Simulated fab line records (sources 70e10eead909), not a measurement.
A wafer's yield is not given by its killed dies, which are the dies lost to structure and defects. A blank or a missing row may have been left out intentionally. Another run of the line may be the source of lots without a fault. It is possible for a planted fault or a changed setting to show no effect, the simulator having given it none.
A struck lot beside a sound one	flow nand harc	13 out of 1159 route steps
Sound: wafers L642.4, L642.5, L642.6. Struck: wafers L639.2, L639.3 (left out: L639.1, a lot-mate that was not struck); the cause follows at the end.
For every step that has rows: the tool of each side, followed by ch and its chambers, followed by its first start. Under that, the readings that differ: sound wafers	struck wafers	difference of the means	sigmas: that difference in standard deviations of wafers without a fault.
alike: same words and numbers on both sides, and readings whose means sit less than 2 such deviations apart. not compared: any withheld reading, any reading some wafer has no value for, any bound like >300 that may hide the same value, and any number with overlapping values for which the record gives no deviation.
A row with sigmas, a row that says differs or no value, or rows on one side alone: a step with any of these is where the two part. When numbers do not overlap yet have no deviation, they are printed without sigmas and do not part them. A reading missing from all wafers of one side parts the sides only when that side holds two or more wafers.

first, 1 step without rows for these wafers: NHARC_A_SLIT_SRD_20.
NHARC_A_SLIT_CD_MEAS_21:
  sound on cd sem-02 at day 18 22:53; struck on cd sem-01 at day 18 14:28
reading	sound	struck	difference	sigmas
cd nm (nm)	291.6 290.6 292.2	289.3 288.6	-2.5	-2
then, 3 steps without rows for these wafers: NHARC_A_SIN_REMOVE_WET_00 (chemistry H3PO4, time 15300 s); NHARC_A_SIN_REMOVE_PRECLEAN_01 (cleans in SC1); NHARC_A_SIN_REMOVE_SRD_02.
NHARC_A_SIN_REMOVE_INSPECT_04:
  sound on defect inspect-01 at day 19 06:37; struck on defect inspect-01 at day 18 22:10
  alike: raw defect count
NHARC_A_WL_FILL_ALD_00: deposits Al2O3, target thk 3 nm, pulse time 3 s, ald cycles 30.
  sound on ald hk-02 ch 0,1,2, day 19 06:44; struck on ald hk-03 ch 2,3, day 19 00:07
  alike: heater power w, precursor pulse height rel
NHARC_A_WL_FILL_RTA_01: time 5 s.
  sound on rtp anneal-02 ch 0, day 19 07:22; struck on rtp anneal-01 ch 0, day 19 00:22
reading	sound	struck	difference	sigmas
lamp power pct (%)	25 25 25	37 37	+12	+2
  alike: wafer_temp_C_max
NHARC_A_WL_FILL_ALD_02: deposits TiN, target thk 2 nm, pulse time 3 s, ald cycles 100.
  sound on ald metal-03 ch 0,3, day 19 07:29; struck on ald metal-03 ch 0,2, day 19 00:37
reading	sound	struck	difference	sigmas
heater power w (W)	1236 1296 1122	829 1095	-256	-2
  alike: precursor pulse height rel
NHARC_A_WL_FILL_CVD_03: deposits W, target thk 40 nm, time 3302 s.
  sound on cvd w-02 ch 0,1, day 19 12:20; struck on cvd w-02 ch 1, day 19 01:02
  alike: heater power w, throttle valve pct
NHARC_A_WL_FILL_ETCHBACK_04: etches the open film in NF3, target depth 60 nm, time 120 s.
  sound on rie metal-02 ch 0,1, day 19 14:49; struck on rie metal-03 ch 0,1, day 19 04:22
reading	sound	struck	difference	sigmas
run length s (s)	141.2 140.7 141.8	126.6 127.2	-14.3	-33
  alike: drypump motor current A, oes product au
  not compared: rf hours counter h
NHARC_A_WL_FILL_ETCHBACK_05: etches the open film in Cl2/BCl3, target depth 22 nm, time 60 s.
  sound on rie metal-02 ch 0,1, day 19 14:59; struck on rie metal-03 ch 1, day 19 04:36
  alike: drypump motor current A, oes product au, run length s
  not compared: rf hours counter h
-- break in the record here, with 4 days between the starts of the struck wafers on either side (left off in module A_WL_FILL, picked up again in module END, where the first step shown is number 1159 on the route) --
NHARC_END_SORT_01:
  here the record holds rows for the struck wafers (prober-02 ch 0, day 23 15:49) but none for the sound ones

== WHERE THEY PART ==
At NHARC_A_SLIT_CD_MEAS_21 first; at NHARC_END_SORT_01 last (within this record only).

WHY: what had been put in by the simulator
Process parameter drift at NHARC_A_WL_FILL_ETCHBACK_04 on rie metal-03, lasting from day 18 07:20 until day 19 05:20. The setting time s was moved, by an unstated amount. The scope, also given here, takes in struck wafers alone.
